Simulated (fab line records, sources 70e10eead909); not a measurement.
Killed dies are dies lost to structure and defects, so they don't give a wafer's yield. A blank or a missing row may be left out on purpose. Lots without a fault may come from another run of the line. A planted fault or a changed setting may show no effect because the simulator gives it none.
fab line records | flow nand_harc
record lots=6 wafers=18 last_day=32
route steps=1302 shown A_SOURCE_PLATE@416 A_ONON_D1@424 END@1302
lots that met no fault: from a run of the same line without faults
start_h: hours from the record's first day to the start of the lot's first wafer shown | wait_h: hours since the lot's step before | " the same as in the row above | L1.1+2: a row that stands for several wafers | - no value, or no start given | * or withheld: withheld | < > ~ a bound
route shown NAME@n: a module of which the file shows steps, and the number in the route of the first | usual: mean/standard deviation of fault-free wafers | same: alike in all rows | chamber/n: place in a boat | sites: the reading at each site | _std_site: their standard deviation | _edge_site: outer sites' mean less inner sites' | radius_mm: how far each site lies from the wafer's centre | mask NAME#n: copy n | behind: the tool/chamber that last shaped the wafer | hold: why the lot was held/for how many hours/how that ended | device: the transistor (n, p or np) that didn't switch | end of line: the same wafers' tests at the end of the route | a step without rows: its recipe alone | killed: dies lost to structure and defects at the first sort, not the wafer's yield | map: a wafer's dies, x killed, . not, _ none there
set.NAME: the setting as run; set.NAME@STEP: as run at that earlier step | model.NAME: the simulator's own value behind a step, which no gauge read
lots at some steps of the route; a table a step, a row a wafer
services: from which hour (start_h, from the record's first day; less than 0 if before it) a tool's chamber was out of use, for how many hours, and why
## steps
# step NHARC_A_SOURCE_PLATE_THK_MEAS_09
# recipe thk_meas_gauge=ellipsometry
# usual thk_nm=9.9/1
# columns lot.wafer tool chamber start_h wait_h thk_nm
L546.1 film_metro-02 - 170.57 0.4 9.5
L546.4 " - " " 9.3
L546.6 " - " " 9.0
L553.1 film_metro-01 - 236.17 0.4 9.4
L553.4 " - " " 10.8
L553.5 " - " " 10.3
L554.2 film_metro-02 - 254.94 0.4 8.3
L554.4 " - " " 9.0
L554.5 " - " " 7.9
L561.2 film_metro-01 - 320.06 0.4 9.7
L561.4 " - " " 11.8
L561.6 " - " " 9.1
L563.1 film_metro-02 - 335.72 0.4 10.6
L563.2 " - " " 8.5
L563.6 " - " " 10.0
L564.1 film_metro-01 - 352.08 0.4 9.8
L564.5 " - " " 8.9
L564.6 " - " " 10.5
# step NHARC_A_SOURCE_PLATE_PVD_04
# recipe target_thk_a=500 material=WSi2
# step NHARC_A_SOURCE_PLATE_CVD_03
# recipe target_thk_a=2000 temp_c=620 pressure_mtorr=200 time_s=4000 material=poly-Si
# step NHARC_A_SOURCE_PLATE_ANNEAL_05
# recipe temp_c=850 time_s=1800
# step NHARC_A_SOURCE_PLATE_THK_MEAS_06
# recipe thk_meas_gauge=ellipsometry
# usual thk_nm=199.1/2
# columns lot.wafer tool chamber start_h wait_h thk_nm
L546.1 film_metro-02 - 184.08 0.4 195.0
L546.4 " - " " 197.5
L546.6 " - " " 193.8
L553.1 film_metro-02 - 251.21 0.4 200.2
L553.4 " - " " 201.6
L553.5 " - " " 201.0
L554.2 film_metro-01 - 267.85 0.4 199.7
L554.4 " - " " 202.3
L554.5 " - " " 199.4
L561.2 film_metro-02 - 333.17 0.4 196.4
L561.4 " - " " 197.5
L561.6 " - " " 196.4
L563.1 film_metro-02 - 348.29 0.4 198.8
L563.2 " - " " 198.5
L563.6 " - " " 199.5
L564.1 film_metro-01 - 365.07 0.4 202.5
L564.5 " - " " 198.5
L564.6 " - " " 203.1
# step NHARC_A_SOURCE_PLATE_INSPECT_08
# usual raw_defect_count=57/25
# columns lot.wafer tool chamber start_h wait_h raw_defect_count
L546.1 defect_inspect-01 - 184.14 0.0 39
L546.4 " - " " 44
L546.6 " - " " 36
L553.1 defect_inspect-01 - 251.27 0.0 46
L553.4 " - " " 41
L553.5 " - " " 139
L554.2 defect_inspect-01 - 267.94 0.0 27
L554.4 " - " " 55
L554.5 " - " " 25
L561.2 defect_inspect-01 - 333.28 0.0 44
L561.4 " - " " 49
L561.6 " - " " 27
L563.1 defect_inspect-02 - 348.35 0.0 38
L563.2 " - " " 51
L563.6 " - " " 36
L564.1 defect_inspect-01 - 365.13 0.0 65
L564.5 " - " " 50
L564.6 " - " " 55
# step NHARC_A_ONON_D1_DEP_00
# recipe target_thk_a=10000 n2_flow_sccm=2750 n2o_flow_sccm=2000 nh3_flow_sccm=500 sih4_flow_sccm=210 temp_c=400
# step NHARC_A_ONON_D1_THK_MEAS_02
# recipe thk_meas_gauge=ellipsometry
# usual thk_nm=997/8.2
# columns lot.wafer tool chamber start_h wait_h thk_nm
L546.1 film_metro-02 - 184.72 - 995
L546.4 " - " " 992
L546.6 " - " " 993
L553.1 film_metro-01 - 251.85 - 996
L553.4 " - " " 995
L553.5 " - " " 994
L554.2 film_metro-02 - 268.53 - 1003
L554.4 " - " " 1003
L554.5 " - " " 1004
L561.2 film_metro-01 - 333.86 - 999
L561.4 " - " " 999
L561.6 " - " " 1000
L563.1 film_metro-02 - 348.92 - 990
L563.2 " - " " 989
L563.6 " - " " 992
L564.1 film_metro-02 - 365.71 - 994
L564.5 " - " " 994
L564.6 " - " " 994
# step NHARC_A_ONON_D1_DEP_03
# recipe target_thk_a=10000 n2_flow_sccm=2750 n2o_flow_sccm=2000 nh3_flow_sccm=500 sih4_flow_sccm=210 temp_c=400
# step NHARC_A_ONON_D1_THK_MEAS_05
# recipe thk_meas_gauge=ellipsometry
# usual thk_nm=1001/10
# columns lot.wafer tool chamber start_h wait_h thk_nm
L546.1 film_metro-01 - 185.29 - 1010
L546.4 " - " " 1010
L546.6 " - " " 1012
L553.1 film_metro-02 - 252.42 - 1002
L553.4 " - " " 1003
L553.5 " - " " 1002
L554.2 film_metro-02 - 269.10 - 1002
L554.4 " - " " 1002
L554.5 " - " " 1001
L561.2 film_metro-02 - 334.43 - 1013
L561.4 " - " " 1014
L561.6 " - " " 1012
L563.1 film_metro-01 - 349.49 - 1001
L563.2 " - " " 1004
L563.6 " - " " 1003
L564.1 film_metro-02 - 366.27 - 980
L564.5 " - " " 978
L564.6 " - " " 982
# step NHARC_A_ONON_D1_DEP_06
# recipe target_thk_a=10000 n2_flow_sccm=2750 n2o_flow_sccm=2000 nh3_flow_sccm=500 sih4_flow_sccm=210 temp_c=400
# usual n2_flow_sccm=2749/8.9 n2o_flow_sccm=1998/5.6
# columns lot.wafer tool chamber start_h wait_h n2_flow_sccm n2o_flow_sccm
L546.1 pecvd_onon-03 0 185.34 0.1 2771 2000
L546.4 " 0 " " 2767 2001
L546.6 " 0 " " 2749 1997
L553.1 pecvd_onon-04 - 252.47 0.1 - -
L553.4 " - " " - -
L553.5 " - " " - -
L554.2 pecvd_onon-01 - 269.22 0.1 - -
L554.4 " - " " - -
L554.5 " - " " - -
L561.2 pecvd_onon-01 0 334.54 0.1 2739 1991
L561.4 " 0 " " 2753 1998
L561.6 " 0 " " 2738 2000
L563.1 pecvd_onon-04 0 349.55 0.1 2756 2004
L563.2 " 0 " " 2760 1993
L563.6 " 0 " " 2768 1994
L564.1 pecvd_onon-03 0 366.33 0.1 2771 2006
L564.5 " 0 " " 2766 2001
L564.6 " 0 " " 2753 1991
# step NHARC_END_SORT_01
# recipe temp_c=25
# usual killed_at_array=53/18 killed_at_other=1.0/1.2 killed_at_periphery=3.6/2.4 killed_dies=58/18 killed_open=3.4/1.8 killed_short=2.3/1.5
# same gross_dies=677
# columns lot.wafer tool chamber start_h wait_h killed_at_array killed_at_other killed_at_periphery killed_dies killed_open killed_short
L553.1 prober-02 0 651.62 2.5 672 0 5 677 3 0
L553.4 prober-02 0 653.99 3.4 667 0 10 677 4 3
L553.5 prober-02 0 654.78 3.7 674 0 3 677 2 4
L554.2 prober-01 0 654.73 2.8 672 1 4 677 5 1
L554.4 prober-01 0 656.35 3.4 670 4 3 677 3 2
L554.5 prober-01 0 657.16 3.7 668 5 4 677 4 3
L563.1 prober-01 0 763.73 2.5 40 0 4 44 1 3
L563.2 prober-01 0 764.52 2.8 43 2 3 48 0 4
L563.6 prober-01 0 767.66 3.9 43 3 4 50 3 4
# killed by level:class
L553.1 A_ONON_D1:area_dep=633 A_SLIT:chamber_film_flake=20 A_CHANNEL_HOLE_D2:chamber_film_flake=12 P_ZERO_WELL:chamber_film_flake=2 A_DECK1_JOINT:chamber_film_flake=2 A_CONTACT:chamber_film_flake=2 P_GATE:geometric_particle:open=1 A_SGD_CUT:geometric_particle:open=1
L553.4 A_ONON_D1:area_dep=626 A_SLIT:chamber_film_flake=16 A_CHANNEL_HOLE_D2:chamber_film_flake=8 A_CONTACT:chamber_film_flake=5 A_CHANNEL_HOLE_D1:chamber_film_flake=4 P_CONTACT:chamber_film_flake=3 P_M2:chamber_film_flake=3 A_DECK1_JOINT:chamber_film_flake=2
L554.2 A_ONON_D1:area_dep=587 A_CHANNEL_HOLE_D1:chamber_film_flake=34 A_SLIT:chamber_film_flake=16 A_CHANNEL_HOLE_D2:chamber_film_flake=13 A_STAIRCASE:chamber_film_flake=5 A_CONTACT:chamber_film_flake=5 A_CHANNEL_FILL_D1:chamber_film_flake=3 P_GATE:geometric_particle:open=2
L553.5 A_ONON_D1:area_dep=640 A_SLIT:chamber_film_flake=16 A_CHANNEL_HOLE_D2:chamber_film_flake=8 A_ONON_D2:geometric_particle:short=2 P_CONTACT:chamber_film_flake=2 A_DECK1_JOINT:chamber_film_flake=2 A_ONON_D1:geometric_particle:short=1 A_WL_FILL:geometric_particle:short=1
L554.4 A_ONON_D1:area_dep=598 A_CHANNEL_HOLE_D1:chamber_film_flake=28 A_SLIT:chamber_film_flake=19 A_STAIRCASE:chamber_film_flake=6 A_ZERO_WELL:chamber_film_flake=4 A_CHANNEL_FILL_D1:chamber_film_flake=4 A_CHANNEL_HOLE_D2:chamber_film_flake=4 THIN_TSV:chamber_film_flake=4
L554.5 A_ONON_D1:area_dep=577 A_CHANNEL_HOLE_D1:chamber_film_flake=34 A_SLIT:chamber_film_flake=26 A_CHANNEL_HOLE_D2:chamber_film_flake=9 A_STAIRCASE:chamber_film_flake=5 THIN_TSV:chamber_film_flake=5 A_ZERO_WELL:chamber_film_flake=4 A_CHANNEL_FILL_D1:geometric_particle:short=3
L563.1 A_SLIT:chamber_film_flake=15 A_CHANNEL_HOLE_D2:chamber_film_flake=11 A_CHANNEL_HOLE_D1:chamber_film_flake=8 A_CONTACT:chamber_film_flake=3 P_GATE:geometric_particle:short=2 A_CHANNEL_FILL_D1:geometric_particle:short=1 A_BLC:geometric_particle:open=1 P_STI:chamber_film_flake=1
L563.2 A_SLIT:chamber_film_flake=13 A_CHANNEL_HOLE_D2:chamber_film_flake=10 A_CHANNEL_HOLE_D1:chamber_film_flake=8 A_STAIRCASE:chamber_film_flake=6 A_CONTACT:chamber_film_flake=3 A_M0:geometric_particle:short=2 THIN_TSV:chamber_film_flake=2 P_M0:geometric_particle:short=1
L563.6 A_SLIT:chamber_film_flake=14 A_CHANNEL_HOLE_D2:chamber_film_flake=10 A_CHANNEL_HOLE_D1:chamber_film_flake=8 A_CONTACT:chamber_film_flake=6 STARTING-WAFER:geometric_particle:short=2 P_ZERO_WELL:chamber_film_flake=2 P_M0:geometric_particle:open=1 A_CHANNEL_FILL_D1:geometric_particle:short=1
# map L553.1 (x killed, . not)
____________x____________
_________xxxxxxx_________
_______xxxxxxxxxxx_______
______xxxxxxxxxxxxx______
_____xxxxxxxxxxxxxxx_____
____xxxxxxxxxxxxxxxxx____
____xxxxxxxxxxxxxxxxx____
___xxxxxxxxxxxxxxxxxxx___
___xxxxxxxxxxxxxxxxxxx___
__xxxxxxxxxxxxxxxxxxxxx__
__xxxxxxxxxxxxxxxxxxxxx__
_xxxxxxxxxxxxxxxxxxxxxxx_
_xxxxxxxxxxxxxxxxxxxxxxx_
_xxxxxxxxxxxxxxxxxxxxxxx_
_xxxxxxxxxxxxxxxxxxxxxxx_
_xxxxxxxxxxxxxxxxxxxxxxx_
xxxxxxxxxxxxxxxxxxxxxxxxx
xxxxxxxxxxxxxxxxxxxxxxxxx
xxxxxxxxxxxxxxxxxxxxxxxxx
xxxxxxxxxxxxxxxxxxxxxxxxx
xxxxxxxxxxxxxxxxxxxxxxxxx
_xxxxxxxxxxxxxxxxxxxxxxx_
_xxxxxxxxxxxxxxxxxxxxxxx_
_xxxxxxxxxxxxxxxxxxxxxxx_
_xxxxxxxxxxxxxxxxxxxxxxx_
_xxxxxxxxxxxxxxxxxxxxxxx_
__xxxxxxxxxxxxxxxxxxxxx__
__xxxxxxxxxxxxxxxxxxxxx__
___xxxxxxxxxxxxxxxxxxx___
___xxxxxxxxxxxxxxxxxxx___
____xxxxxxxxxxxxxxxxx____
____xxxxxxxxxxxxxxxxx____
_____xxxxxxxxxxxxxxx_____
______xxxxxxxxxxxxx______
_______xxxxxxxxxxx_______
_________xxxxxxx_________
____________x____________
# map L554.2 (x killed, . not)
____________x____________
_________xxxxxxx_________
_______xxxxxxxxxxx_______
______xxxxxxxxxxxxx______
_____xxxxxxxxxxxxxxx_____
____xxxxxxxxxxxxxxxxx____
____xxxxxxxxxxxxxxxxx____
___xxxxxxxxxxxxxxxxxxx___
___xxxxxxxxxxxxxxxxxxx___
__xxxxxxxxxxxxxxxxxxxxx__
__xxxxxxxxxxxxxxxxxxxxx__
_xxxxxxxxxxxxxxxxxxxxxxx_
_xxxxxxxxxxxxxxxxxxxxxxx_
_xxxxxxxxxxxxxxxxxxxxxxx_
_xxxxxxxxxxxxxxxxxxxxxxx_
_xxxxxxxxxxxxxxxxxxxxxxx_
xxxxxxxxxxxxxxxxxxxxxxxxx
xxxxxxxxxxxxxxxxxxxxxxxxx
xxxxxxxxxxxxxxxxxxxxxxxxx
xxxxxxxxxxxxxxxxxxxxxxxxx
xxxxxxxxxxxxxxxxxxxxxxxxx
_xxxxxxxxxxxxxxxxxxxxxxx_
_xxxxxxxxxxxxxxxxxxxxxxx_
_xxxxxxxxxxxxxxxxxxxxxxx_
_xxxxxxxxxxxxxxxxxxxxxxx_
_xxxxxxxxxxxxxxxxxxxxxxx_
__xxxxxxxxxxxxxxxxxxxxx__
__xxxxxxxxxxxxxxxxxxxxx__
___xxxxxxxxxxxxxxxxxxx___
___xxxxxxxxxxxxxxxxxxx___
____xxxxxxxxxxxxxxxxx____
____xxxxxxxxxxxxxxxxx____
_____xxxxxxxxxxxxxxx_____
______xxxxxxxxxxxxx______
_______xxxxxxxxxxx_______
_________xxxxxxx_________
____________x____________
## services
# columns tool chamber start_h hours kind
pecvd_onon-03 - 190.23 11.4 repair
pecvd_onon-03 - 227.00 13.0 pm
pecvd_onon-01 - 269.52 13.0 pm
pecvd_onon-04 - 311.10 13.0 pm
## key
first_sign step=NHARC_A_ONON_D1_DEP_06 reading=tool_record direction=missing
effect step=NHARC_END_SORT_01 reading=killed_at_array direction=up sigmas=35 usual=53 struck=670
more_kills_born_at NHARC_A_ONON_D1_DEP_06@pecvd_onon-04=1899 NHARC_A_ONON_D1_DEP_06@pecvd_onon-01=1761
met_at NHARC_A_ONON_D1_DEP_06
struck_wafers L553.1,L553.4,L553.5,L554.2,L554.4,L554.5
later_rows_left_out L553.1,L553.4,L553.5,L554.2,L554.4,L554.5
tester_left_out L553,L554
fault kind=skipped_step_whole tool=pecvd_onon-01,pecvd_onon-04 chamber=- onset_h=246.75 steps=NHARC_A_ONON_D1_DEP_06 scope=struck_lots_only
# tester_left_out: of these lots the tester's yield and bins aren't shown, on N5 and GAA mostly nor the transistor test; their killed dies are dies lost to structure and defects alone, not to doping, threshold or leakage, so they don't give the yield
# later_rows_left_out: the simulator's readings of these wafers behind a module that went badly wrong aren't trusted and aren't shown, but for the sort
